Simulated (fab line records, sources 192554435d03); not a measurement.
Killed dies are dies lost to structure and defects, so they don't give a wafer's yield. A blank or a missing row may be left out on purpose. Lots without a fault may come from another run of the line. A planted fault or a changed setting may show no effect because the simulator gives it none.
Split-lot experiment | flow n5_finfet | 7 lots, 33 wafers read, on a route of 1938 steps

THE SPLIT
At N5_BEOL_M10_ETCH_62 (etches SOC in N2/H2, target depth 110 nm, overetch 22 nm, time 165 s), the setting time_s was moved away from the recipe's 165 s on 9 of the 33 wafers read, by +34.7% to +49.6%. The other wafers ran this setting at the recipe's value.

FROM THE SPLIT TO THE READING: what the file shows between them, 9 steps
- N5_BEOL_M10_STRIP_68: strips in N2/H2
- N5_BEOL_M10_STRIP_67: strips in CF4
- N5_BEOL_M10_HM_OPEN_17: chemistry Cl2/BCl3, target TiN, target depth 20 nm, overetch 6 nm
- N5_BEOL_M10_STRIP_19: strips in O2
- N5_BEOL_M10_CD_MEAS_18: pitch 140 nm, target cd 70 nm
- N5_BEOL_M10_COAT_63: time 60 s, resist thk 100 nm
- N5_BEOL_M10_COAT_64: time 60 s, resist thk 30 nm
- N5_BEOL_M10_PRECLEAN_42: cleans in residue remover, time 60 s
- N5_BEOL_M10_SRD_43: time 30 s

THE READING
cd_nm, in nm, at N5_BEOL_M10_CD_MEAS_35 (target cd 70 nm). Fault-free wafers of this fab line usually give 70.0 nm, standard deviation 0.53 nm.

wafer  | tool, chamber at the split | time_s as run, s | against the recipe | cd_nm, nm | against lot-mates on the recipe
L074.1 | rie_diel-04, 2             | 165              | recipe             | 69.7      | -
L074.2 | rie_diel-04, 3             | 165              | recipe             | 69.9      | -
L074.3 | rie_diel-04, 1             | 226.5            | +37.3%             | 71.8      | +2.0
L074.4 | rie_diel-04, 0             | 165              | recipe             | 69.7      | -
L074.5 | rie_diel-04, 3             | 226.5            | +37.3%             | 71.4      | +1.6
L074.6 | rie_diel-04, 2             | 226.5            | +37.3%             | 71.4      | +1.6
L082.1 | rie_diel-03, 2             | 165              | recipe             | 69.9      | -
L082.2 | rie_diel-03, 1             | 165              | recipe             | 70.7      | -
L082.4 | rie_diel-03, 3             | 165              | recipe             | 70.3      | -
L085.1 | rie_diel-04, 3             | 165              | recipe             | 70.6      | -
L085.2 | rie_diel-04, 1             | 165              | recipe             | 70.3      | -
L085.3 | rie_diel-04, 2             | 165              | recipe             | 69.6      | -
L085.4 | rie_diel-04, 0             | 165              | recipe             | 70.1      | -
L085.5 | rie_diel-04, 0             | 165              | recipe             | 70.7      | -
L085.6 | rie_diel-04, 1             | 165              | recipe             | 71.1      | -
L090.4 | rie_diel-06, 1             | 165              | recipe             | 69.5      | -
L090.5 | rie_diel-06, 2             | 165              | recipe             | 70.5      | -
L090.6 | rie_diel-06, 3             | 165              | recipe             | 70.8      | -
L091.3 | rie_diel-04, 3,2           | 165              | recipe             | 70.3      | -
L091.4 | rie_diel-04, 3,2           | 165              | recipe             | 70.0      | -
L091.6 | rie_diel-04, 1             | 165              | recipe             | 70.1      | -
L095.1 | rie_diel-04, 3             | 246.8            | +49.6%             | 72.3      | +2.4
L095.2 | rie_diel-04, 1             | 246.8            | +49.6%             | 71.7      | +1.8
L095.3 | rie_diel-04, 2             | 165              | recipe             | 70.1      | -
L095.4 | rie_diel-04, 0             | 165              | recipe             | 70.0      | -
L095.5 | rie_diel-04, 3             | 246.8            | +49.6%             | 72.6      | +2.7
L095.6 | rie_diel-04, 2             | 165              | recipe             | 69.6      | -
L097.1 | rie_diel-03, 0             | 165              | recipe             | 70.4      | -
L097.2 | rie_diel-03, 1             | 222.2            | +34.7%             | 71.6      | +1.3
L097.3 | rie_diel-03, 2             | 165              | recipe             | 70.1      | -
L097.4 | rie_diel-03, 3             | 222.2            | +34.7%             | 72.0      | +1.7
L097.5 | rie_diel-03, 3             | 165              | recipe             | 70.3      | -
L097.6 | rie_diel-03, 2             | 222.2            | +34.7%             | 71.5      | +1.2
Where a row lists several chambers, the file gives one row for several wafers and doesn't say which wafer went through which chamber.

THE FIT
A straight line over all 33 wafers: cd_nm changes by +0.0403 nm for each +1% of time_s; r = +0.89; the points scatter about the line by 0.39 nm.
The same after taking each lot's own level away (the mean of its wafers on the recipe; 33 wafers): +0.0455 nm for each +1%; r = +0.93; scatter 0.34 nm.
On that fit, the largest move of time_s shifts the reading by 2.3 nm.
The lots' own levels span 69.77 to 70.40 nm, that is 1.2 times the standard deviation above.
So the lot-to-lot level changes the slope: the two fits differ.
Check: with one of the wafers moved furthest among these (+49.6%) left out of the fit, the line predicts +2.23 nm for it against its lot-mates. It came out at +2.4 nm against them.

OTHER SPLITS ON THESE WAFERS
These wafers also went through other splits before the reading. Each is held against what the fit with the lots' levels taken away leaves over:
other split on the same wafers   | wafers away from the commonest value | r with cd_nm (lot level and that fit taken away)
N5_BEOL_M8_TRENCH_ETCH_37 time_s | 7                                    | +0.13

THE WHOLE CHAIN: every reading that the file lists as answering this split, in the file's order
step                   | what it does                                                         | reading                                                                           | change (the file's fit)                                                              | r (the file's)
N5_BEOL_M10_ETCH_62    | etches SOC in N2/H2, target depth 110 nm, overetch 22 nm, time 165 s | etch.depth_nm (the simulator's own value, which no gauge read)                    | not straight: 77.59 at the lowest setting, 100.1 at the recipe, 100.6 at the highest | not given
N5_BEOL_M10_ETCH_62    | etches SOC in N2/H2, target depth 110 nm, overetch 22 nm, time 165 s | SiARC_of_BEOL_M10_COAT_60.thk_nm (the simulator's own value, which no gauge read) | -0.0681 nm for each +1% of the setting                                               | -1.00
N5_BEOL_M10_ETCH_62    | etches SOC in N2/H2, target depth 110 nm, overetch 22 nm, time 165 s | BEOL_M10.cd_offset_nm (the simulator's own value, which no gauge read)            | +0.0384 nm for each +1% of the setting                                               | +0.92
N5_BEOL_M10_CD_MEAS_18 | pitch 140 nm, target cd 70 nm                                        | cd_nm                                                                             | +0.0465 nm for each +1% of the setting                                               | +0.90
N5_BEOL_M10_CD_MEAS_35 | target cd 70 nm                                                      | cd_nm                                                                             | +0.0454 nm for each +1% of the setting                                               | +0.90

THE FILE'S OWN FIT
cd_nm changes by +0.0454 nm for each +1% of time_s, r = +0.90.
